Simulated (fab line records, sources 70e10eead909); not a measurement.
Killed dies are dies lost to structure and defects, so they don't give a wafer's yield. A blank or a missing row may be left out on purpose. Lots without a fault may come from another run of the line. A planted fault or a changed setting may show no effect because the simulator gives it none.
A struck lot beside a sound one | flow nand_harc | 14 steps out of a route of 1302
Sound: wafers L556.1, L556.4, L556.6. Struck: wafers L561.2, L561.4, L561.5. The cause comes at the end.
At each step with rows: each side's tool, then ch and its chambers, then its first start. Under that, the readings that differ: sound wafers | struck wafers | difference of the means | sigmas: that difference in standard deviations of wafers without a fault.
alike: readings whose means differ by less than 2 such deviations, and words and numbers that are the same on both sides. not compared: withheld readings, readings that some wafer has no value for, bounds like >300 that may hide the same value, and numbers for which the record gives no deviation and whose values overlap.
The two part at a step that has a row with sigmas, a row that says differs or no value, or rows on one side only. Numbers that don't overlap but have no deviation are shown without sigmas and don't part them. A reading that every wafer of one side lacks parts them only if that side has two wafers or more.

first, 4 steps without rows for these wafers: NHARC_A_WL_FILL_STRIP_28 (strips in post etch residue remover, time 1200 s); NHARC_A_WL_FILL_PRECLEAN_06 (cleans in DIW, time 300 s); NHARC_A_WL_FILL_SRD_07; NHARC_A_WL_FILL_ANNEAL_08 (time 1800 s).
NHARC_A_WL_FILL_ALD_10: deposits SiO2, target thk 50 nm, pulse time 10 s, ald cycles 500.
  sound on ald_hk-02 ch 1,3, day 23 10:08; struck on ald_hk-02 ch 2,3, day 24 21:01
  alike: heater_power_w, precursor_pulse_height_rel
NHARC_A_WL_FILL_ETCHBACK_16: etches the open film in C4F8/O2/Ar, target depth 120 nm, time 24 s.
  sound on rie_diel-10 ch 0,1,2; struck on rie_diel-10 ch 1,3
  reading               | sound             | struck            | difference | sigmas
  oes_product_au (a.u.) | 0.987 1.010 1.011 | 0.932 0.940 0.933 | -0.068     | -2
  alike: rf_vpp_V, run_length_s
  not compared: rf_hours_counter_h
NHARC_A_WL_FILL_STRIP_29: strips in O2, time 20 s.
  sound on rie_diel-10 ch 1,2, day 23 14:53; struck on rie_diel-10 ch 0,2,3, day 25 01:49
  alike: drypump_motor_current_A, oes_product_au, rf_vpp_V, showerhead_plenum_p_Torr, throttle_valve_pct
  not compared: rf_hours_counter_h
NHARC_A_WL_FILL_ETCHBACK_17: etches the open film in Cl2/BCl3, target depth 4 nm, time 26.7 s.
  sound on rie_metal-01 ch 0,1, day 23 14:59; struck on rie_metal-02 ch 1, day 25 01:55
  alike: drypump_motor_current_A, oes_product_au, run_length_s
  not compared: rf_hours_counter_h
then, 3 steps without rows for these wafers: NHARC_A_WL_FILL_PRECLEAN_18 (cleans in dHF, time 30 s); NHARC_A_WL_FILL_SRD_21; NHARC_A_WL_FILL_CVD_23 (deposits poly-Si, target thk 40 nm, time 800 s).
NHARC_A_WL_FILL_ETCHBACK_26: etches the open film in HBr, target depth 52 nm, time 13.3 s.
  sound on rie_si-02 ch 1,2,3, day 23 20:13; struck on rie_si-05 ch 1,2,3, day 25 07:03
  reading          | sound          | struck         | difference | sigmas
  run_length_s (s) | 34.2 34.3 35.6 | 31.4 31.3 30.9 | -3.5       | -8
  alike: drypump_motor_current_A, oes_product_au, throttle_valve_pct
  not compared: rf_hours_counter_h
then, 1 step without rows for these wafers: NHARC_A_WL_FILL_PRECLEAN_30 (cleans in dHF, time 10 s).
NHARC_END_SORT_01:
  the record has rows for the sound wafers here (prober-02 ch 0, day 27 00:21) and none for the struck ones

WHERE THEY PART
First at NHARC_A_WL_FILL_ETCHBACK_16; last, within this record, at NHARC_END_SORT_01.

WHY: what the simulator had put in
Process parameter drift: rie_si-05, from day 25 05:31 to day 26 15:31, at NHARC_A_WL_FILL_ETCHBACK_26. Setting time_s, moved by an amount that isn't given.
